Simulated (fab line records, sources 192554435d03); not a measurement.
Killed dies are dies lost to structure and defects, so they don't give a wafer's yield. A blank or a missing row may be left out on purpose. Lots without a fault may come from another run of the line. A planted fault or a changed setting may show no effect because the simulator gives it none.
Chamber matching | flow n5_finfet | N5_FIN_SAQP_ALD_61 on ald_sin-04: 4 sister chambers
The step deposits SiO2, target thk 4 nm, pulse time 1 s, purge time 2 s. 14 wafers are shown with their chamber, then 7 later ones without.

WAFERS WITH THEIR CHAMBER
wafer  | chamber | heater_power_w (W) | precursor_pulse_height_rel | susceptor_temp_C (C)
L079.2 | 0       | 464                | 0.996                      | 299.86
L079.3 | 1       | 490                | 1.017                      | 300.11
L079.6 | 3       | 481                | 1.027                      | 300.06
L081.1 | 0       | 446                | 0.978                      | 299.87
L081.3 | 3       | 481                | 0.991                      | 300.09
L081.4 | 2       | 418                | 0.982                      | 299.99
L082.2 | 3       | 471                | 0.992                      | 299.96
L082.3 | 0       | 451                | 0.998                      | 300.16
L082.4 | 2       | 427                | 0.981                      | 299.69
L091.2 | 0       | 445                | 1.026                      | 299.93
L091.5 | 2       | 431                | 0.994                      | 300.26
L091.6 | 3       | 476                | 1.042                      | 300.14
L092.1 | 1       | 485                | 1.020                      | 300.05
L092.2 | 0       | 443                | 0.997                      | 299.91

SIGNATURES (means of the wafers above)
reading                    | chamber 0 | chamber 1 | chamber 2 | chamber 3 | scatter within a chamber
heater_power_w             | 449.80    | 487.50    | 425.33    | 477.25    | 6.76
precursor_pulse_height_rel | 0.99900   | 1.01850   | 0.98567   | 1.01300   | 0.018
susceptor_temp_C           | 299.9460  | 300.0800  | 299.9800  | 300.0625  | 0.156
Rule: a wafer's distance from a chamber is the root of the sum, over the readings, of the square of ((its reading less the chamber's mean) divided by the reading's scatter). The wafer belongs to the nearest chamber; if the next one is less than 2 further off, it can't be placed. The scatter: the root of (the sum of the squares of (reading less its chamber's mean) over the shown wafers, divided by (wafers less chambers)).

WAFERS WITHOUT THEIR CHAMBER
wafer  | heater_power_w (W) | precursor_pulse_height_rel | susceptor_temp_C (C)
L092.4 | 480                | 0.980                      | 300.14
L094.2 | 437                | 1.046                      | 299.97
L094.4 | 469                | 1.025                      | 300.11
L094.5 | 417                | 1.028                      | 300.06
L096.2 | 474                | 1.020                      | 300.31
L096.4 | 459                | 1.005                      | 300.34
L096.6 | 455                | 1.022                      | 300.21

WHICH CHAMBER EACH WENT THROUGH
wafer  | from the rows above          | in truth
L092.4 | can't be placed: 3 or 1      | 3
L094.2 | can't be placed: 0 or 2      | 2
L094.4 | can't be placed: 3 or 1 or 0 | 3
L094.5 | 2                            | 2
L096.2 | can't be placed: 3 or 1      | 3
L096.4 | can't be placed: 0 or 3 or 1 | 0
L096.6 | can't be placed: 0 or 3      | 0
Placed correctly: 1 of 7. Can't be placed from these rows: 6 (the true chamber is among the candidates in 6). Placed wrongly: 0.
